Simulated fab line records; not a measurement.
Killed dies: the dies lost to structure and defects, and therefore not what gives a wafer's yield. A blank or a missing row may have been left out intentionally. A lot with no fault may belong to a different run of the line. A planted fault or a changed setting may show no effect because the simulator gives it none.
Matching of chambers    flow n5 finfet    N5_BEOL_M5_CURE_80 on uv cure-01 has 3 sister chambers
The step cures SiCOH lowk, time 120 s. 42 wafers are shown with their chamber, then 12 later ones without.

EACH WAFER AND ITS CHAMBER
wafer   chamber  wafer_temp_C_max  lamp power pct (%)
L074.1  1        370.6             52.33
L074.3  1        371.0             52.29
L074.6  1        370.8             52.28
L075.1  0        371.2             52.36
L075.3  0        371.0             52.35
L075.4  0        371.2             52.29
L077.1  2        372.0             52.22
L077.3  2        372.2             52.33
L077.6  2        372.2             52.32
L079.1  2        372.3             52.28
L079.3  2        372.0             52.39
L079.4  2        372.7             52.40
L080.2  1        371.3             52.27
L080.4  1        371.2             52.25
L080.5  1        371.7             52.40
L083.1  0        371.5             52.34
L083.5  0        371.6             52.29
L083.6  0        371.3             52.28
L084.2  1        371.2             52.19
L084.3  1        371.4             52.35
L084.5  1        371.1             52.37
L085.1  0        371.6             52.38
L085.2  0        371.7             52.33
L085.4  0        372.3             52.24
L085.3  0        371.6             52.31
L085.5  0        371.6             52.35
L085.6  0        371.8             52.29
L087.2  1        370.9             52.27
L087.3  1        371.1             52.29
L087.5  1        370.9             52.35
L089.1  1        371.2             52.39
L089.5  1        371.0             52.34
L089.6  1        371.1             52.26
L092.1  1        371.1             52.26
L092.2  1        371.5             52.29
L092.5  1        371.4             52.29
L092.3  1        371.0             52.37
L092.4  1        371.6             52.35
L092.6  1        371.2             52.30
L094.1  0        371.2             52.24
L094.5  0        371.7             52.24
L094.6  0        371.1             52.26

SIGNATURES (means of the wafers above)
reading           chamber 0  chamber 1  chamber 2  scatter within a chamber
wafer_temp_C_max  371.493    371.157    372.233    0.292
lamp power pct    52.3033    52.3090    52.3233    0.0531
Rule: for a wafer and a chamber, the distance is found by dividing, reading by reading, the gap between the wafer's reading and the chamber's mean by the reading's scatter, squaring, summing and taking the root. The wafer belongs to the nearest chamber; if the next one is less than 2 further off, it can't be placed. The scatter: the root of (the sum of the squares of (reading less its chamber's mean) over the shown wafers, divided by (wafers less chambers)).

WAFERS WITHOUT THEIR CHAMBER
wafer   wafer_temp_C_max  lamp power pct (%)
L094.2  371.4             52.24
L094.3  371.4             52.22
L094.4  371.8             52.42
L096.1  371.1             52.28
L096.5  372.3             52.33
L096.6  371.7             52.39
L096.2  371.8             52.29
L096.3  371.8             52.26
L096.4  372.0             52.35
L097.1  371.0             52.33
L097.2  371.1             52.27
L097.3  372.0             52.29

WHICH CHAMBER EACH ONE RAN IN
wafer    from the rows above            in truth
L094.2   can't be placed: 0 or 1        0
L094.3   can't be placed: 0 or 1 or 2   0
L094.4   can't be placed: 2 or 0 or 1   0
L096.1   can't be placed: 1 or 0        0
L096.5   2                              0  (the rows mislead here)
L096.6   can't be placed: 0 or 2 or 1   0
L096.2   can't be placed: 0 or 2 or 1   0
L096.3   can't be placed: 0 or 2 or 1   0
L096.4   can't be placed: 2 or 0        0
L097.1   can't be placed: 1 or 0        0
L097.2   can't be placed: 1 or 0        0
L097.3   can't be placed: 2 or 0 or 1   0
Correct placement for 0 of the 12. Cannot be placed on the basis of these rows: 11; the candidates contain the true chamber in 11. Wrongly placed: 1.
